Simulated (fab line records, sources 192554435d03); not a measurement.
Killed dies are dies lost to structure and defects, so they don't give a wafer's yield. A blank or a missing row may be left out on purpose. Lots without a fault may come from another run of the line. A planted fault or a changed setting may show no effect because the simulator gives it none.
fab line records | flow n5_finfet
record lots=24 wafers=72 last_day=17
route steps=1938 shown BEOL_M1@822 BEOL_M2@844
lots that met no fault: from a run of the same line without faults
start_h: hours from the record's first day to the start of the lot's first wafer shown | wait_h: hours since the lot's step before | " the same as in the row above | L1.1+2: a row that stands for several wafers | - no value, or no start given | * or withheld: withheld | < > ~ a bound
route shown NAME@n: a module of which the file shows steps, and the number in the route of the first | usual: mean/standard deviation of fault-free wafers | same: alike in all rows | chamber/n: place in a boat | sites: the reading at each site | _std_site: their standard deviation | _edge_site: outer sites' mean less inner sites' | radius_mm: how far each site lies from the wafer's centre | mask NAME#n: copy n | behind: the tool/chamber that last shaped the wafer | hold: why the lot was held/for how many hours/how that ended | device: the transistor (n, p or np) that didn't switch | end of line: the same wafers' tests at the end of the route | a step without rows: its recipe alone | killed: dies lost to structure and defects at the first sort, not the wafer's yield | map: a wafer's dies, x killed, . not, _ none there
set.NAME: the setting as run; set.NAME@STEP: as run at that earlier step | model.NAME: the simulator's own value behind a step, which no gauge read
steps of the route over a sample of lots; a table a step, a row a wafer
services: from which hour (start_h, from the record's first day; less than 0 if before it) a tool's chamber was out of use, for how many hours, and why
## steps
# step N5_BEOL_M1_SPUTTER_88
# recipe material=Cu target_thk_a=45 temp_c=-20 chamber_pressure_pa=0.07 power_w=withheld time_s=8.29
# usual chuck_sensor_temp_C=-15.8/0.46 throttle_valve_pct=29.5/1.2
# columns lot.wafer tool chamber start_h wait_h chuck_sensor_temp_C throttle_valve_pct
L074.2 pvd_sputter-03 - 126.33 0.1 -16.0 32.0
L074.3 " - " " -15.8 29.3
L074.4 " - " " -15.1 30.0
L075.3 pvd_sputter-01 - 129.99 0.1 -15.9 27.7
L075.5 " - " " -16.2 28.0
L075.6 " - " " -16.5 30.5
L076.2 pvd_sputter-03 - 134.50 0.1 -15.8 29.4
L076.5 " - " " -15.1 29.7
L076.6 " - " " -15.1 28.5
L077.2 pvd_sputter-01 - 145.28 0.1 -16.4 30.6
L077.5 " - " " -15.5 29.2
L077.6 " - " " -16.5 28.9
L078.1 pvd_sputter-03 - 153.18 0.1 -15.7 29.4
L078.3 " - " " -16.0 31.9
L078.6 " - " " -16.0 32.0
L079.3 pvd_sputter-02 - 158.24 0.1 -16.1 28.6
L079.5 " - " " -15.8 29.4
L079.6 " - " " -16.3 30.9
L080.1 pvd_sputter-03 - 158.46 0.1 -15.0 29.8
L080.4 " - " " -16.1 32.3
L080.5 " - " " -15.7 29.7
L081.2 pvd_sputter-02 - 173.87 0.1 -16.2 28.5
L081.4 " - " " -15.4 29.1
L081.6 " - " " -15.6 29.2
L083.4 pvd_sputter-03 - 177.17 0.1 -15.1 28.9
L083.5 " - " " -16.0 29.3
L083.6 " - " " -16.0 32.0
L082.1 pvd_sputter-03 - 179.01 0.1 -15.1 29.7
L082.2 " - " " -16.0 32.2
L082.4 " - " " -15.2 28.8
L084.3 pvd_sputter-02 - 180.83 0.1 -15.2 28.7
L084.4 " - " " -15.9 28.9
L084.5 " - " " -15.3 28.4
L085.2 pvd_sputter-02 - 190.50 0.1 -16.4 30.7
L085.3 " - " " -16.2 28.6
L085.6 " - " " -15.2 28.7
L086.1 pvd_sputter-01 - 198.99 0.1 -16.2 27.7
L086.2 " - " " -15.6 29.3
L086.4 " - " " -16.4 30.8
L087.2 pvd_sputter-03 - 202.33 0.1 -15.7 29.3
L087.3 " - " " -15.1 29.8
L087.6 " - " " -15.2 29.0
L090.1 pvd_sputter-03 - 213.54 0.1 -15.8 29.5
L090.4 " - " " -15.1 29.5
L090.6 " - " " -15.3 28.8
L088.1 pvd_sputter-02 - 216.47 0.1 -16.4 30.9
L088.2 " - " " -15.7 28.9
L088.4 " - " " -15.5 28.7
L091.1 pvd_sputter-02 - 223.94 0.1 -15.3 28.4
L091.3 " - " " -16.2 28.6
L091.4 " - " " -16.4 30.8
L089.1 pvd_sputter-02 - 229.38 0.1 -16.1 28.8
L089.4 " - " " -15.5 28.9
L089.6 " - " " -15.2 28.8
L092.2 pvd_sputter-03 - 230.35 0.1 -15.1 29.6
L092.4 " - " " -15.8 29.5
L092.6 " - " " -15.9 29.6
L093.1 pvd_sputter-03 - 239.70 0.1 -16.1 32.1
L093.5 " - " " -15.6 29.4
L093.6 " - " " -16.1 32.1
L094.2 pvd_sputter-02 - 243.97 0.1 -15.3 28.4
L094.3 " - " " -15.4 29.2
L094.5 " - " " -15.4 28.5
L095.1 pvd_sputter-01 - 251.39 0.1 -16.5 30.5
L095.2 " - " " -15.4 29.5
L095.4 " - " " -16.4 29.0
L096.2 pvd_sputter-01 - 259.04 0.1 -16.5 30.5
L096.3 " - " " -16.1 27.8
L096.4 " - " " -16.3 29.0
L097.2 pvd_sputter-01 - 269.14 0.1 -16.2 27.9
L097.3 " - " " -16.5 30.6
L097.6 " - " " -16.5 30.7
# step N5_BEOL_M2_HM_DEP_02
# recipe material=TiN target_thk_a=200 temp_c=25 chamber_pressure_pa=0.49996
# usual throttle_valve_pct=29.8/1.3
# columns lot.wafer tool chamber start_h wait_h throttle_valve_pct
L074.2 pvd_sputter-02 - 130.42 2.0 31.1
L074.3 " - " " 29.1
L074.4 " - " " 28.5
L075.3 pvd_sputter-03 - 133.00 0.6 29.8
L075.5 " - " " 28.9
L075.6 " - " " 32.3
L076.2 pvd_sputter-03 - 137.34 0.5 32.4
L076.5 " - " " 29.8
L076.6 " - " " 29.6
L077.2 pvd_sputter-03 - 148.94 1.5 29.8
L077.5 " - " " 28.8
L077.6 " - " " 32.3
L078.1 pvd_sputter-03 - 156.44 1.1 28.6
L078.3 " - " " 32.5
L078.6 " - " " 29.5
L079.3 pvd_sputter-01 - 162.20 1.8 30.5
L079.5 " - " " 28.1
L079.6 " - " " 29.4
L080.1 pvd_sputter-02 - 162.45 1.8 28.7
L080.4 " - " " 30.6
L080.5 " - " " 30.8
L081.2 pvd_sputter-03 - 176.19 0.2 28.6
L081.4 " - " " 29.8
L081.6 " - " " 28.4
L083.4 pvd_sputter-03 - 180.13 0.8 29.7
L083.5 " - " " 28.8
L083.6 " - " " 32.3
L082.1 pvd_sputter-03 - 181.18 0.0 29.7
L082.2 " - " " 28.6
L082.4 " - " " 32.2
L084.3 pvd_sputter-02 - 183.45 0.3 28.4
L084.4 " - " " 29.2
L084.5 " - " " 28.6
L085.2 pvd_sputter-02 - 193.90 1.3 28.9
L085.3 " - " " 30.8
L085.6 " - " " 28.4
L086.1 pvd_sputter-03 - 201.35 0.2 29.4
L086.2 " - " " 32.2
L086.4 " - " " 29.8
L087.2 pvd_sputter-02 - 205.58 0.9 29.2
L087.3 " - " " 28.4
L087.6 " - " " 30.6
L090.1 pvd_sputter-02 - 217.55 1.9 29.0
L090.4 " - " " 28.5
L090.6 " - " " 30.7
L088.1 pvd_sputter-01 - 219.21 0.3 28.8
L088.2 " - " " 29.5
L088.4 " - " " 30.6
L091.1 pvd_sputter-03 - 227.53 1.3 32.4
L091.3 " - " " 29.6
L091.4 " - " " 29.6
L089.1 pvd_sputter-03 - 231.99 0.5 29.5
L089.4 " - " " 31.9
L089.6 " - " " 29.4
L092.2 pvd_sputter-01 - 233.02 0.5 27.9
L092.4 " - " " 29.5
L092.6 " - " " 29.3
L093.1 pvd_sputter-03 - 242.38 0.6 29.6
L093.5 " - " " 32.0
L093.6 " - " " 28.9
L094.2 pvd_sputter-03 - 246.36 0.3 28.9
L094.3 " - " " 31.7
L094.5 " - " " 32.2
L095.1 pvd_sputter-03 - 256.20 2.6 29.9
L095.2 " - " " 30.0
L095.4 " - " " 28.7
L096.2 pvd_sputter-03 - 261.24 0.0 29.7
L096.3 " - " " 28.7
L096.4 " - " " 29.4
L097.2 pvd_sputter-01 - 272.40 1.0 30.5
L097.3 " - " " 28.9
L097.6 " - " " 29.6
# step N5_BEOL_M2_OVL_MEAS_29
# recipe points_per_wafer=522
# usual V1_OVL=-0.8/0.74
# columns lot.wafer tool chamber start_h wait_h V1_OVL[nm]
L074.2 overlay-01 0 131.72 0.0 0.0
L074.3 " 0 " " -0.8
L074.4 " 0 " " -0.4
L075.3 overlay-02 0 134.31 0.0 -0.5
L075.5 " 0 " " -1.4
L075.6 " 0 " " -0.9
L076.2 overlay-01 0 138.77 0.0 0.2
L076.5 " 0 " " -0.1
L076.6 " 0 " " 0.2
L077.2 overlay-02 0 150.37 0.0 0.2
L077.5 " 0 " " -2.0
L077.6 " 0 " " -0.4
L078.1 overlay-02 0 158.40 0.0 0.1
L078.3 " 0 " " -0.8
L078.6 " 0 " " -1.3
L079.3 overlay-02 0 163.73 0.0 -2.0
L079.5 " 0 " " -0.1
L079.6 " 0 " " 0.1
L080.1 overlay-01 0 163.93 0.0 -0.1
L080.4 " 0 " " -0.9
L080.5 " 0 " " 0.0
L081.2 overlay-02 0 177.63 0.0 0.2
L081.4 " 0 " " -0.6
L081.6 " 0 " " 0.0
L083.4 overlay-01 0 181.90 0.0 -0.3
L083.5 " 0 " " -0.3
L083.6 " 0 " " -1.5
L082.1 overlay-01 0 182.73 0.0 -0.9
L082.2 " 0 " " -2.2
L082.4 " 0 " " -1.1
L084.3 overlay-01 0 185.01 0.0 -1.6
L084.4 " 0 " " -0.4
L084.5 " 0 " " -1.9
L085.2 overlay-01 0 195.57 0.0 -1.3
L085.3 " 0 " " -0.7
L085.6 " 0 " " -1.3
L086.1 overlay-01 0 202.90 0.0 -0.1
L086.2 " 0 " " -1.6
L086.4 " 0 " " -1.2
L087.2 overlay-01 0 207.14 0.0 -0.6
L087.3 " 0 " " -1.9
L087.6 " 0 " " -0.5
L090.1 overlay-01 0 218.99 0.0 -0.3
L090.4 " 0 " " -1.0
L090.6 " 0 " " -1.0
L088.1 overlay-01 0 220.76 0.0 0.9
L088.2 " 0 " " -1.1
L088.4 " 0 " " -0.2
L091.1 overlay-01 0 229.54 0.0 0.8
L091.3 " 0 " " 0.3
L091.4 " 0 " " -0.6
L089.1 overlay-02 0 233.42 0.0 -1.6
L089.4 " 0 " " -0.5
L089.6 " 0 " " -0.9
L092.2 overlay-02 0 234.66 0.0 -0.4
L092.4 " 0 " " 0.5
L092.6 " 0 " " -0.1
L093.1 overlay-01 0 243.99 0.0 -1.3
L093.5 " 0 " " -1.5
L093.6 " 0 " " -1.2
L094.2 overlay-01 0 247.96 0.0 -0.5
L094.3 " 0 " " -1.5
L094.5 " 0 " " -1.2
L095.1 overlay-02 0 257.63 0.0 0.0
L095.2 " 0 " " -0.7
L095.4 " 0 " " -0.7
L096.2 overlay-01 0 267.31 0.0 -0.5
L096.3 " 0 " " 0.2
L096.4 " 0 " " -1.4
L097.2 overlay-01 0 274.06 0.0 -2.1
L097.3 " 0 " " -1.4
L097.6 " 0 " " -2.1
# step N5_BEOL_M2_DESCUM_33
# recipe chemistry=O2 time_s=7 source_power_w=50 bias_power_w=20 pressure_mtorr=20 rf_frequency_hz=2.712e+07 temp_c=40 resist=CAR-EUV o2_flow_sccm=225
# usual bias_power_w=19.99/0.057 drypump_motor_current_A=5.7/0.38 oes_product_au=0.78/0.096 rf_vpp_V=243.0/1.4 showerhead_plenum_p_Torr=2.07/0.067 throttle_valve_pct=20.55/0.2
# columns lot.wafer tool chamber start_h wait_h bias_power_w drypump_motor_current_A oes_product_au rf_hours_counter_h rf_vpp_V showerhead_plenum_p_Torr throttle_valve_pct
L074.2 rie_diel-02 2 132.04 0.3 19.98 5.0 0.74 182 244.0 2.09 20.51
L074.3 " 3 " " 20.03 5.7 0.87 39 245.0 2.24 20.52
L074.4 " 0 " " 19.97 5.3 0.92 25 244.1 2.11 20.45
L075.3 rie_diel-02 1 134.39 0.0 19.93 5.6 0.73 190 244.5 2.19 20.80
L075.5 " 3 " " 19.96 5.7 0.86 - 246.0 2.24 20.53
L075.6 " 0 " " 20.05 5.3 0.91 - 245.6 2.11 20.47
L076.2 rie_diel-06 2 138.86 0.0 19.98 5.3 0.72 193 241.3 1.99 20.62
L076.5 " 2 " " 20.03 5.3 0.72 - 241.9 1.99 20.62
L076.6 " 3 " " 19.95 5.9 0.69 - 243.5 2.06 21.01
L077.2 rie_diel-02 3 150.46 0.0 19.92 5.8 0.85 44 245.9 2.24 20.52
L077.5 " 1 " " 20.01 5.6 0.72 - 245.2 2.19 20.81
L077.6 " 2 " " 20.02 5.0 0.73 - 243.9 2.09 20.51
L078.1 rie_diel-06 2 158.55 0.1 19.96 5.3 0.71 203 242.0 1.99 20.63
L078.3 " 3 " " 20.03 5.9 0.68 240 242.6 2.06 21.03
L078.6 " 3 " " 19.90 5.9 0.69 - 241.1 2.06 21.01
L079.3 rie_diel-04 0 163.81 0.0 19.90 6.2 0.80 103 241.6 2.03 20.49
L079.5 " 0 " " 19.90 6.1 0.79 - 240.9 2.03 20.47
L079.6 " 3 " " 19.95 5.6 0.73 - 243.3 2.08 20.69
L080.1 rie_diel-06 3 164.03 0.0 19.94 5.9 0.69 242 243.8 2.05 21.02
L080.4 " 2 " " 19.98 5.3 0.72 - 241.9 1.99 20.65
L080.5 " 0 " " 19.98 6.0 0.66 - 243.5 2.12 20.50
L081.2 rie_diel-04 1 177.71 0.0 20.05 5.4 0.89 54 243.9 2.11 20.40
L081.4 " 3 " " 20.01 5.7 0.73 197 244.2 2.08 20.70
L081.6 " 2 " " 19.94 6.4 0.74 - 242.1 1.99 20.34
L083.4 rie_diel-04 2 181.98 0.0 19.92 6.4 0.74 184 243.0 1.99 20.36
L083.5 " 0 " " 20.04 6.1 0.78 - 241.9 2.03 20.49
L083.6 " 1 " " 19.98 5.4 0.87 - 244.0 2.11 20.38
L082.1 rie_diel-04 3 182.82 0.0 20.02 5.6 0.72 199 243.7 2.08 20.71
L082.2 " 0 " " 20.02 6.2 0.79 108 242.0 2.03 20.48
L082.4 " 1 " " 20.02 5.4 0.89 56 242.3 2.11 20.39
L084.3 rie_diel-04 1 185.09 0.0 19.96 5.4 0.88 57 243.7 2.11 20.39
L084.4 " 2 " " 20.02 6.4 0.73 186 241.8 1.99 20.35
L084.5 " 0 " " 19.94 6.2 0.79 - 243.0 2.03 20.48
L085.2 rie_diel-04 2 195.66 0.0 20.11 6.4 0.73 190 242.5 1.99 20.34
L085.3 " 3 " " 19.94 5.6 0.73 203 241.5 2.08 20.72
L085.6 " 0 " " 20.05 6.1 0.79 - 241.1 2.03 20.50
L086.1 rie_diel-06 3 202.99 0.0 19.96 5.9 0.67 260 241.9 2.05 21.06
L086.2 " 2 " " 19.93 5.3 0.70 222 241.8 1.98 20.66
L086.4 " 3 " " 19.91 5.9 0.68 - 241.1 2.05 21.05
L087.2 rie_diel-04 2 207.24 0.0 20.02 6.3 0.72 194 242.1 1.99 20.34
L087.3 " 0 " " 20.01 6.2 0.77 117 241.2 2.02 20.50
L087.6 " 3 " " 19.93 5.7 0.72 - 242.5 2.08 20.71
L090.1 rie_diel-04 3 219.09 0.0 20.02 5.6 0.71 212 243.1 2.07 20.72
L090.4 " 2 " " 20.09 6.4 0.72 198 241.6 1.98 20.35
L090.6 " 3 " " 20.01 5.7 0.71 - 242.7 2.07 20.74
L088.1 rie_diel-04 3 221.30 0.5 20.05 5.7 0.72 213 243.1 2.07 20.74
L088.2 " 1 " " 19.98 5.4 0.87 70 243.0 2.11 20.39
L088.4 " 2 " " 19.97 6.4 0.72 199 239.7 1.98 20.37
L091.1 rie_diel-02 3 229.64 0.0 19.99 5.8 0.81 75 247.0 2.23 20.60
L091.3 " 0 " " 19.92 5.3 0.85 63 244.8 2.10 20.49
L091.4 " 2 " " 20.12 5.0 0.71 218 243.7 2.08 20.54
L089.1 rie_diel-04 3 233.51 0.0 20.05 5.7 0.72 219 243.3 2.07 20.73
L089.4 " 0 " " 19.94 6.1 0.76 123 241.9 2.02 20.53
L089.6 " 2 " " 19.93 6.3 0.73 - 241.4 1.98 20.39
L092.2 rie_diel-06 0 234.74 0.0 20.02 6.0 0.98 6 242.9 2.12 20.11
L092.4 " 2 " " 20.00 5.3 0.70 - 241.5 1.98 20.69
L092.6 " 3 " " 20.02 5.9 0.99 - 241.1 2.05 20.61
L093.1 rie_diel-06 2 244.08 0.0 19.98 5.3 0.69 239 241.1 1.98 20.69
L093.5 " 2 " " 19.99 5.3 0.69 - 242.4 1.98 20.71
L093.6 " 0 " " 19.96 5.9 0.96 - 243.2 2.12 20.13
L094.2 rie_diel-06 0 248.04 0.0 20.03 5.9 0.97 11 244.3 2.12 20.12
L094.3 " 3 " " 19.90 5.9 0.95 6 242.5 2.04 20.62
L094.5 " 3 " " 19.97 5.9 0.95 - 243.0 2.04 20.64
L095.1 rie_diel-04 2 257.84 0.1 20.01 6.4 0.70 214 242.3 1.98 20.38
L095.2 " 1 " " 19.94 5.4 0.85 85 243.8 2.10 20.42
L095.4 " 0 " " 19.96 6.1 0.75 134 241.9 2.02 20.53
L096.2 rie_diel-06 0 267.39 0.0 19.94 5.9 0.94 19 242.8 2.11 20.15
L096.3 " 2 " " 19.99 5.3 0.69 247 240.8 1.98 20.70
L096.4 " 1 " " 20.09 6.1 0.95 4 243.2 2.14 20.33
L097.2 rie_diel-06 1 274.52 0.4 19.82 6.1 0.95 6 243.7 2.14 20.32
L097.3 " 0 " " 20.07 6.0 0.93 21 243.1 2.11 20.16
L097.6 " 2 " " 20.03 5.3 0.69 - 240.1 1.97 20.71
# step N5_BEOL_M2_STRIP_36
# recipe chemistry=N2/H2 power_w=450 temp_c=40 pressure_mtorr=20 rf_frequency_hz=6e+07 overash_fraction=0.3 bias_power_w=7 h2_frac=0.5 n2_flow_sccm=200 h2_flow_sccm=200
# usual bias_power_w=7.001/0.019 drypump_motor_current_A=5.7/0.4 oes_product_au=0.76/0.077 rf_vpp_V=59.2/1.5 showerhead_plenum_p_Torr=2.53/0.083 throttle_valve_pct=23.75/0.18
# columns lot.wafer tool chamber start_h wait_h bias_power_w drypump_motor_current_A oes_product_au rf_hours_counter_h rf_vpp_V showerhead_plenum_p_Torr throttle_valve_pct
L075.3 rie_diel-02 2 137.01 0.0 7.027 5.0 0.74 184 62.3 2.52 23.60
L075.5 " 0 " " 7.005 5.3 0.92 - 59.4 2.59 23.93
L075.6 " 2 " " 7.009 5.0 0.73 - 56.9 2.52 23.65
L074.2 rie_diel-06 0 137.75 0.0 7.006 6.0 0.66 259 56.7 2.58 23.71
L074.3 " 2 " " 6.987 5.3 0.73 192 57.9 2.41 23.87
L074.4 " 2 " " 7.034 5.3 0.74 - 62.0 2.41 23.85
L076.2 rie_diel-04 2 141.85 0.0 7.017 6.4 0.75 172 60.7 2.44 23.54
L076.5 " 1 " " 6.980 5.4 0.91 - 60.0 2.58 23.72
L076.6 " 0 " " 7.042 6.2 0.79 - 59.7 2.44 23.38
L077.2 rie_diel-06 3 152.34 0.0 6.992 5.9 0.69 237 60.2 2.50 24.09
L077.5 " 0 " " 7.006 6.0 0.66 - 59.1 2.58 23.72
L077.6 " 3 " " 7.002 5.9 0.69 - 56.3 2.50 24.08
L078.1 rie_diel-02 3 159.26 0.0 7.043 5.7 0.86 48 60.6 2.68 23.67
L078.3 " 0 " " 6.990 5.3 0.90 36 58.4 2.59 23.96
L078.6 " 1 " " 6.983 5.5 0.72 - 57.0 2.63 23.79
L079.3 rie_diel-04 2 167.91 0.0 7.010 6.4 0.74 180 61.3 2.43 23.54
L079.5 " 3 " " 7.019 5.7 0.72 - 58.6 2.52 23.89
L079.6 " 2 " " 7.011 6.4 0.74 - 59.7 2.43 23.53
L080.1 rie_diel-06 2 167.95 0.0 6.997 5.3 0.71 207 60.3 2.41 23.86
L080.4 " 2 " " 6.979 5.3 0.73 - 56.8 2.41 23.85
L080.5 " 3 " " 7.018 5.9 0.67 - 58.9 2.50 24.10
L081.2 rie_diel-02 3 180.45 0.0 7.016 5.8 0.84 56 60.5 2.68 23.70
L081.4 " 0 " " 6.983 5.3 0.88 44 59.4 2.59 23.96
L081.6 " 3 " " 7.005 5.7 0.83 - 62.1 2.68 23.68
L083.4 rie_diel-02 2 183.36 0.0 6.999 5.0 0.72 201 58.6 2.51 23.65
L083.5 " 3 " " 6.986 5.8 0.85 - 59.5 2.68 23.70
L083.6 " 2 " " 7.016 5.0 0.71 - 59.9 2.51 23.64
L082.1 rie_diel-02 0 183.72 0.0 6.944 5.3 0.89 45 59.0 2.59 23.98
L082.2 " 1 " " 6.986 5.6 0.70 202 58.4 2.63 23.80
L082.4 " 3 " " 6.998 5.8 0.85 57 60.6 2.68 23.69
L084.3 rie_diel-02 3 186.25 0.0 6.983 5.7 0.84 58 57.7 2.68 23.68
L084.4 " 0 " " 7.028 5.3 0.88 47 61.0 2.59 23.99
L084.5 " 0 " " 7.023 5.3 0.90 - 58.7 2.59 23.98
L085.2 rie_diel-04 2 196.28 0.0 7.043 6.4 0.73 190 59.2 2.43 23.55
L085.3 " 1 " " 7.028 5.4 0.89 61 60.2 2.57 23.74
L085.6 " 2 " " 7.042 6.4 0.72 - 57.4 2.43 23.56
L086.1 rie_diel-04 3 205.33 0.0 7.000 5.6 0.71 207 57.3 2.51 23.89
L086.2 " 1 " " 6.978 5.4 0.88 64 62.0 2.57 23.73
L086.4 " 0 " " 6.990 6.1 0.78 116 58.6 2.44 23.41
L087.2 rie_diel-06 2 208.22 0.0 7.019 5.3 0.70 224 57.8 2.40 23.85
L087.3 " 1 " " 6.989 6.1 0.68 248 61.6 2.59 23.81
L087.6 " 2 " " 6.983 5.3 0.70 - 58.5 2.40 23.88
L090.1 rie_diel-02 0 223.78 0.0 7.017 5.3 0.86 60 59.7 2.58 23.97
L090.4 " 2 " " 6.981 5.0 0.71 215 57.9 2.50 23.67
L090.6 " 3 " " 6.980 5.8 0.84 - 58.9 2.67 23.71
L088.1 rie_diel-02 1 224.85 0.0 6.989 5.5 0.71 216 59.5 2.62 23.77
L088.2 " 0 " " 7.010 5.3 0.86 60 59.1 2.58 24.02
L088.4 " 3 " " 6.984 5.8 0.81 72 58.2 2.67 23.71
L091.1 rie_diel-06 1 230.83 0.0 6.991 6.1 0.69 257 59.8 2.59 23.83
L091.3 " 2 " " 6.986 5.3 0.70 233 59.6 2.40 23.86
L091.4 " 2 " " 7.013 5.3 0.70 - 57.2 2.40 23.93
L089.1 rie_diel-04 2 234.07 0.0 6.995 6.4 0.72 206 58.6 2.42 23.57
L089.4 " 0 " " 6.991 6.2 0.76 123 59.7 2.43 23.41
L089.6 " 2 " " 7.007 6.4 0.72 - 56.6 2.42 23.58
L092.2 rie_diel-04 2 235.60 0.0 6.980 6.4 0.72 206 60.9 2.42 23.57
L092.4 " 1 " " 7.019 5.4 0.86 77 60.2 2.57 23.77
L092.6 " 3 " " 7.004 5.7 0.70 - 58.0 2.50 23.94
L093.1 rie_diel-04 0 245.80 0.0 6.995 6.1 0.76 129 58.6 2.43 23.40
L093.5 " 3 " " 6.977 5.6 0.70 - 60.4 2.50 23.93
L093.6 " 2 " " 7.013 6.3 0.72 - 59.3 2.42 23.57
L094.2 rie_diel-04 0 249.87 0.0 6.996 6.2 0.76 130 57.9 2.43 23.43
L094.3 " 3 " " 6.975 5.7 0.71 225 59.1 2.50 23.94
L094.5 " 3 " " 6.978 5.7 0.70 - 62.2 2.50 23.93
L095.1 rie_diel-04 0 259.24 0.0 7.012 6.1 0.76 134 60.7 2.43 23.45
L095.2 " 2 " " 6.999 6.4 0.70 214 57.4 2.42 23.55
L095.4 " 1 " " 7.018 5.4 0.85 85 60.0 2.56 23.78
L096.2 rie_diel-02 1 271.98 0.0 6.991 5.6 0.69 234 61.3 2.62 23.81
L096.3 " 0 " " 6.989 5.3 0.85 77 55.7 2.57 24.03
L096.4 " 1 " " 7.019 5.5 0.69 - 61.0 2.62 23.82
L097.2 rie_diel-04 1 275.16 0.0 6.987 5.4 0.84 92 59.9 2.56 23.77
L097.3 " 3 " " 7.007 5.7 0.69 235 60.0 2.50 23.95
L097.6 " 2 " " 7.013 6.4 0.70 - 58.6 2.42 23.58
# step N5_BEOL_M2_ANNEAL_87
# recipe temp_c=400 time_s=240 ambient=vacuum
# usual heater_power_w=826/61
# columns lot.wafer tool chamber start_h wait_h heater_power_w
L075.3 pvd_sputter-01 - 139.39 0.0 862
L075.5 " - " " 887
L075.6 " - " " 726
L074.2 pvd_sputter-02 - 139.53 0.0 786
L074.3 " - " " 760
L074.4 " - " " 889
L076.2 pvd_sputter-03 - 143.85 0.0 857
L076.5 " - " " 914
L076.6 " - " " 840
L077.2 pvd_sputter-03 - 154.98 0.0 876
L077.5 " - " " 843
L077.6 " - " " 779
L078.1 pvd_sputter-02 - 161.09 0.0 798
L078.3 " - " " 750
L078.6 " - " " 800
L079.3 pvd_sputter-01 - 170.51 0.0 808
L079.5 " - " " 870
L079.6 " - " " 789
L080.1 pvd_sputter-03 - 170.61 0.0 779
L080.4 " - " " 880
L080.5 " - " " 874
L081.2 pvd_sputter-01 - 182.42 0.0 873
L081.4 " - " " 719
L081.6 " - " " 909
L083.4 pvd_sputter-01 - 185.05 0.0 791
L083.5 " - " " 893
L083.6 " - " " 904
L082.1 pvd_sputter-01 - 186.89 0.0 860
L082.2 " - " " 818
L082.4 " - " " 902
L084.3 pvd_sputter-01 - 188.85 0.0 758
L084.4 " - " " 909
L084.5 " - " " 726
L085.2 pvd_sputter-02 - 200.40 0.0 802
L085.3 " - " " 794
L085.6 " - " " 887
L086.1 pvd_sputter-01 - 207.25 0.0 795
L086.2 " - " " 904
L086.4 " - " " 740
L087.2 pvd_sputter-03 - 210.50 0.0 845
L087.3 " - " " 905
L087.6 " - " " 924
L090.1 pvd_sputter-03 - 226.23 0.0 873
L090.4 " - " " 833
L090.6 " - " " 841
L088.1 pvd_sputter-02 - 226.62 0.0 769
L088.2 " - " " 750
L088.4 " - " " 867
L091.1 pvd_sputter-02 - 232.76 0.0 752
L091.3 " - " " 789
L091.4 " - " " 869
L089.1 pvd_sputter-02 - 237.08 0.0 734
L089.4 " - " " 898
L089.6 " - " " 755
L092.2 pvd_sputter-03 - 237.72 0.0 890
L092.4 " - " " 901
L092.6 " - " " 763
L093.1 pvd_sputter-03 - 247.59 0.0 844
L093.5 " - " " 874
L093.6 " - " " 911
L094.2 pvd_sputter-03 - 251.75 0.0 913
L094.3 " - " " 870
L094.5 " - " " 854
L095.1 pvd_sputter-02 - 261.39 0.0 787
L095.2 " - " " 744
L095.4 " - " " 849
L096.2 pvd_sputter-01 - 273.82 0.0 707
L096.3 " - " " 919
L096.4 " - " " 828
L097.2 pvd_sputter-01 - 277.02 0.0 873
L097.3 " - " " 791
L097.6 " - " " 854
## services
# columns tool chamber start_h hours kind
rie_diel-06 1 102.88 93.9 repair
rie_diel-04 3 109.30 9.0 repair
pvd_sputter-03 - 116.95 1.2 repair
rie_diel-02 1 162.23 15.8 repair
rie_diel-02 - 192.75 0.2 repair
rie_diel-06 0 198.38 - clean
rie_diel-06 0 198.38 - consumable_replace:focus_ring
rie_diel-06 0 198.38 20.0 scheduled_down
rie_diel-06 0 198.38 20.0 vent_cycle
rie_diel-04 0 208.52 8.1 repair
rie_diel-06 3 218.47 - clean
rie_diel-06 3 218.47 - consumable_replace:focus_ring
rie_diel-06 3 218.47 14.5 scheduled_down
rie_diel-06 3 218.47 14.5 vent_cycle
rie_diel-06 - 224.00 4.3 pm
rie_diel-06 1 232.93 - clean
rie_diel-06 1 232.93 - consumable_replace:focus_ring
rie_diel-06 1 232.93 23.5 scheduled_down
rie_diel-06 1 232.93 23.5 vent_cycle
rie_diel-02 2 266.21 11.0 repair
rie_diel-06 2 275.51 - clean
rie_diel-06 2 275.51 - consumable_replace:focus_ring
rie_diel-06 2 275.51 - consumable_replace:showerhead
rie_diel-06 2 275.51 16.2 scheduled_down
## key
fault none
